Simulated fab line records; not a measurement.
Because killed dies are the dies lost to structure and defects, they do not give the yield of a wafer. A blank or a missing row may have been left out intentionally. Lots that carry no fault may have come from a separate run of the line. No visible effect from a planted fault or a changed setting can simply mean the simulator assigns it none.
Which tool was responsible?    flow n5_finfet    10 lots with 30 wafers sampled at 4 steps, on a route of 1938 steps

== WHAT THE GAUGES SHOWED, per wafer ==
N5_BEOL_M11_OCD_MEAS_38.
lot   measured      on      trench_depth_nm (nm)
L337  day 12 00:55  ocd-01  149.8 146.4 149.3
L338  day 13 09:43  ocd-01  148.0 150.2 146.4
L340  day 14 00:17  ocd-01  145.4 145.6 145.4
L343  day 14 17:12  ocd-02  149.4 150.7 147.9
L344  day 14 19:29  ocd-01  150.8 148.9 151.7
L346  day 14 22:51  ocd-01  147.8 146.7 149.8
L345  day 15 05:04  ocd-02  147.5 150.7 151.9
L349  day 15 17:40  ocd-01  145.0 149.8 150.3
L354  day 16 23:37  ocd-02  142.7 140.0 141.6
L359  day 18 10:57  ocd-01  144.0 145.1 144.6

== WHAT TOOL EACH LOT RAN ON (gives the tool, then ch and the chambers of the sampled wafers, and finally the start) ==
lot   N5_BEOL_M11_DESCUM_33               N5_BEOL_M11_TRENCH_ETCH_37          N5_BEOL_M11_STRIP_77
L337  rie_diel-03 ch 2,3, day 12 00:25    rie_diel-03 ch 2,3, day 12 00:44    rie_diel-03 ch 2,3, day 12 00:55 or earlier
L338  rie_diel-01 ch 0,1,3, day 13 09:14  rie_diel-01 ch 0,1,3, day 13 09:32  rie_diel-01 ch 0,1,3, day 13 09:43 or earlier
L340  rie_diel-03 ch 0,2, day 13 23:47    rie_diel-03 ch 0,2, day 14 00:06    rie_diel-03 ch 0,2, day 14 00:17 or earlier
L343  rie_diel-06 ch 1,2,3, day 14 16:43  rie_diel-06 ch 1,2,3, day 14 17:01  rie_diel-06 ch 1,2,3, day 14 17:12 or earlier
L344  rie_diel-06 ch 0,1,3, day 14 19:00  rie_diel-06 ch 0,1,3, day 14 19:19  rie_diel-06 ch 0,1,3, day 14 19:29 or earlier
L346  rie_diel-03 ch 2,3, day 14 22:21    rie_diel-03 ch 2,3, day 14 22:40    rie_diel-03 ch 2,3, day 14 22:51 or earlier
L345  rie_diel-06 ch 0,1,3, day 15 04:34  rie_diel-06 ch 0,1,3, day 15 04:52  rie_diel-06 ch 0,1,3, day 15 05:04 or earlier
L349  rie_diel-06 ch 1,2, day 15 17:10    rie_diel-06 ch 1,2, day 15 17:29    rie_diel-06 ch 1,2, day 15 17:40 or earlier
L354  rie_diel-06 ch 0,1,3, day 16 23:08  rie_diel-06 ch 0,1,3, day 16 23:26  rie_diel-06 ch 0,1,3, day 16 23:37 or earlier
L359  rie_diel-06 ch 0,1, day 18 10:28    rie_diel-06 ch 0,1, day 18 10:46    rie_diel-06 ch 0,1, day 18 10:57 or earlier
- N5_BEOL_M11_DESCUM_33: chemistry O2, time 7.9 s.
- N5_BEOL_M11_TRENCH_ETCH_37: etches SiCOH lowk in C4F6/O2, target depth 148.83 nm, time 48 s.
- N5_BEOL_M11_STRIP_77: strips in N2/H2, time 10 s.

== WHAT THE TOOLS THEMSELVES READ (means of the sampled wafers that have a number; where no wafer has one, the mark that the record gives instead) ==
N5_BEOL_M11_DESCUM_33.
lot   tool         drypump_motor_current_A (A)  oes_product_au (a.u.)  rf_vpp_V (V)  showerhead_plenum_p_Torr (Torr)  throttle_valve_pct (%)
L337  rie_diel-03  5.3                          0.82                   244.3         2.14                             20.50
L338  rie_diel-01  6.3                          0.79                   241.6         2.05                             20.66
L340  rie_diel-03  5.4                          0.71                   242.2         2.10                             20.67
L343  rie_diel-06  5.6                          0.79                   243.0         2.08                             20.55
L344  rie_diel-06  5.6                          0.87                   244.0         2.14                             20.55
L346  rie_diel-03  5.1                          0.76                   243.4         2.15                             20.53
L345  rie_diel-06  5.6                          0.87                   243.7         2.14                             20.55
L349  rie_diel-06  5.6                          0.84                   242.6         2.09                             20.37
L354  rie_diel-06  5.6                          0.84                   243.6         2.13                             20.57
L359  rie_diel-06  6.0                          0.86                   244.1         2.14                             20.49

N5_BEOL_M11_TRENCH_ETCH_37.
lot   tool         drypump_motor_current_A (A)  oes_o_777_au (a.u.)  oes_product_au (a.u.)  rf_vpp_V (V)  run_length_s (s)  showerhead_plenum_p_Torr (Torr)  throttle_valve_pct (%)
L337  rie_diel-03  5.2                          0.81                 0.81                   673           71.1              2.90                             20.99
L338  rie_diel-01  6.3                          0.80                 0.79                   665           71.1              2.79                             21.09
L340  rie_diel-03  5.4                          0.71                 0.70                   668           71.6              2.87                             21.19
L343  rie_diel-06  5.6                          0.81                 0.81                   666           71.1              2.83                             21.01
L344  rie_diel-06  5.6                          0.87                 0.87                   671           71.1              2.89                             20.98
L346  rie_diel-03  5.1                          0.75                 0.77                   676           71.2              2.92                             21.06
L345  rie_diel-06  5.6                          0.86                 0.86                   671           71.2              2.89                             20.99
L349  rie_diel-06  5.6                          0.83                 0.83                   668           71.6              2.84                             20.86
L354  rie_diel-06  5.6                          0.83                 0.84                   670           68.6              2.88                             20.99
L359  rie_diel-06  6.1                          0.87                 0.87                   671           68.8              2.89                             20.96

N5_BEOL_M11_STRIP_77.
lot   tool         drypump_motor_current_A (A)  oes_product_au (a.u.)  rf_vpp_V (V)  showerhead_plenum_p_Torr (Torr)  throttle_valve_pct (%)
L337  rie_diel-03  5.3                          0.82                   58.4          2.60                             23.73
L338  rie_diel-01  6.3                          0.79                   59.6          2.48                             23.80
L340  rie_diel-03  5.4                          0.71                   58.8          2.54                             23.79
L343  rie_diel-06  5.6                          0.80                   58.1          2.52                             23.80
L344  rie_diel-06  5.6                          0.86                   58.8          2.58                             23.80
L346  rie_diel-03  5.1                          0.77                   59.4          2.61                             23.71
L345  rie_diel-06  5.6                          0.86                   59.5          2.58                             23.81
L349  rie_diel-06  5.6                          0.84                   59.5          2.52                             23.58
L354  rie_diel-06  5.6                          0.85                   60.5          2.57                             23.82
L359  rie_diel-06  6.0                          0.86                   59.1          2.58                             23.75

== THE ANSWER, worked out from the rows above alone ==
Rule: usual is defined by the lots themselves. Put in order of their means at a reading, lots are off if they are a third of the lots or fewer, leave a main group of 4 or more, and stand apart from it by a gap of 3 or more times the standard deviation of the main group's means; of several such gaps the widest counts. Not used: any main group whose means are identical at the precision the tables above print for the reading. Also off: a lot with no number at a reading for which 4 or more lots have one. All remaining lots with rows at the step are treated as sound. First the gauges in route order, then the tools' own readings, where a lot's mean is used as printed above. The first step at which some lot is off is used, and at that step the reading that is off furthest; a lot without a number counts as furthest.
Off at N5_BEOL_M11_TRENCH_ETCH_37 (run_length_s): L354, L359. For the main group the mean is 71.2 s and the standard deviation 0.21.
If a tool, at that step or one of the process steps before it, ran each lot that is off and ran no sound lot following the first of them, it fits. One candidate fits, namely rie_diel-06 at N5_BEOL_M11_DESCUM_33 and N5_BEOL_M11_TRENCH_ETCH_37. At N5_BEOL_M11_DESCUM_33 its last sound lot is L349 (day 15 17:10), its first lot that is off L354 (day 16 23:08): a fault that began between those two fits.

== WHAT WAS PUT IN BY THE SIMULATOR ==
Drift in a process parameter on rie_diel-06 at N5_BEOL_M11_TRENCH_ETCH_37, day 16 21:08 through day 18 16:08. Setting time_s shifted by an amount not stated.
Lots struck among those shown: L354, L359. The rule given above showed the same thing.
